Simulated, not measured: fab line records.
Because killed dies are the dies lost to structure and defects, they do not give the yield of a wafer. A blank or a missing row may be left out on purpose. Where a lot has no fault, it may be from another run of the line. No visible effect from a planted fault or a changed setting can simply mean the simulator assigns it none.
Matching of chambers :: flow n5Finfet :: 4 sister chambers for N5_HKMG_FIN_STRIP_93 on rieDiel-02
The step strips SOC in N2/H2, time 20 s. 14 wafers are shown with their chamber, then 7 later ones without.

== WAFERS WITH THEIR CHAMBER ==
wafer: L078.4
chamber: 0
showerheadPlenumPTorr (Torr): 3.22
throttleValvePct (%): 18.7
oesProductAu (a.u.): 0.73

wafer: L078.5
chamber: 1
showerheadPlenumPTorr (Torr): 3.50
throttleValvePct (%): 19.0
oesProductAu (a.u.): 0.76

wafer: L078.6
chamber: 0
showerheadPlenumPTorr (Torr): 3.22
throttleValvePct (%): 18.7
oesProductAu (a.u.): 0.73

wafer: L079.1
chamber: 0
showerheadPlenumPTorr (Torr): 3.22
throttleValvePct (%): 18.7
oesProductAu (a.u.): 0.73

wafer: L079.3
chamber: 1
showerheadPlenumPTorr (Torr): 3.50
throttleValvePct (%): 19.0
oesProductAu (a.u.): 0.76

wafer: L079.4
chamber: 3
showerheadPlenumPTorr (Torr): 3.24
throttleValvePct (%): 19.2
oesProductAu (a.u.): 0.79

wafer: L080.3
chamber: 2
showerheadPlenumPTorr (Torr): 3.55
throttleValvePct (%): 19.4
oesProductAu (a.u.): 0.84

wafer: L080.4
chamber: 1
showerheadPlenumPTorr (Torr): 3.50
throttleValvePct (%): 19.0
oesProductAu (a.u.): 0.76

wafer: L080.5
chamber: 2
showerheadPlenumPTorr (Torr): 3.55
throttleValvePct (%): 19.4
oesProductAu (a.u.): 0.83

wafer: L081.1
chamber: 3
showerheadPlenumPTorr (Torr): 3.24
throttleValvePct (%): 19.2
oesProductAu (a.u.): 0.78

wafer: L081.2
chamber: 2
showerheadPlenumPTorr (Torr): 3.55
throttleValvePct (%): 19.3
oesProductAu (a.u.): 0.83

wafer: L081.4
chamber: 0
showerheadPlenumPTorr (Torr): 3.22
throttleValvePct (%): 18.7
oesProductAu (a.u.): 0.73

wafer: L085.1
chamber: 1
showerheadPlenumPTorr (Torr): 3.49
throttleValvePct (%): 19.0
oesProductAu (a.u.): 0.77

wafer: L085.2
chamber: 0
showerheadPlenumPTorr (Torr): 3.21
throttleValvePct (%): 18.8
oesProductAu (a.u.): 0.73

SIGNATURES (means of the wafers above)
reading: showerheadPlenumPTorr
chamber 0: 3.2180
chamber 1: 3.4975
chamber 2: 3.5500
chamber 3: 3.2400
scatter within a chamber: 0.00394

reading: throttleValvePct
chamber 0: 18.720
chamber 1: 19.000
chamber 2: 19.367
chamber 3: 19.200
scatter within a chamber: 0.0383

reading: oesProductAu
chamber 0: 0.7300
chamber 1: 0.7625
chamber 2: 0.8333
chamber 3: 0.7850
scatter within a chamber: 0.00438
Rule: a wafer's distance from a chamber is the root of the sum, over the readings, of the square of ((its reading less the chamber's mean) divided by the reading's scatter). If the next closest chamber is less than 2 further off than the closest, the wafer can't be placed; otherwise it belongs to the closest. How the scatter is found: for the shown wafers, subtract from each reading the mean of its chamber, square and add these, divide the total by (wafers less chambers), then take the root.

== WAFERS MISSING THEIR CHAMBER ==
wafer: L085.6
showerheadPlenumPTorr (Torr): 3.23
throttleValvePct (%): 19.2
oesProductAu (a.u.): 0.78

wafer: L088.2
showerheadPlenumPTorr (Torr): 3.54
throttleValvePct (%): 19.4
oesProductAu (a.u.): 0.81

wafer: L088.5
showerheadPlenumPTorr (Torr): 3.54
throttleValvePct (%): 19.4
oesProductAu (a.u.): 0.80

wafer: L088.6
showerheadPlenumPTorr (Torr): 3.23
throttleValvePct (%): 19.2
oesProductAu (a.u.): 0.77

wafer: L092.1
showerheadPlenumPTorr (Torr): 3.53
throttleValvePct (%): 19.4
oesProductAu (a.u.): 0.81

wafer: L092.2
showerheadPlenumPTorr (Torr): 3.21
throttleValvePct (%): 18.8
oesProductAu (a.u.): 0.72

wafer: L092.5
showerheadPlenumPTorr (Torr): 3.21
throttleValvePct (%): 18.8
oesProductAu (a.u.): 0.72

== CHAMBER TAKEN BY EACH ==
wafer: L085.6
from the rows above: 3
in truth: 3

wafer: L088.2
from the rows above: 2
in truth: 2

wafer: L088.5
from the rows above: 2
in truth: 2

wafer: L088.6
from the rows above: 3
in truth: 3

wafer: L092.1
from the rows above: 2
in truth: 2

wafer: L092.2
from the rows above: 0
in truth: 0

wafer: L092.5
from the rows above: 0
in truth: 0
Placed correctly: 7 of 7. Can't be placed from these rows: 0. Number placed wrongly: 0.
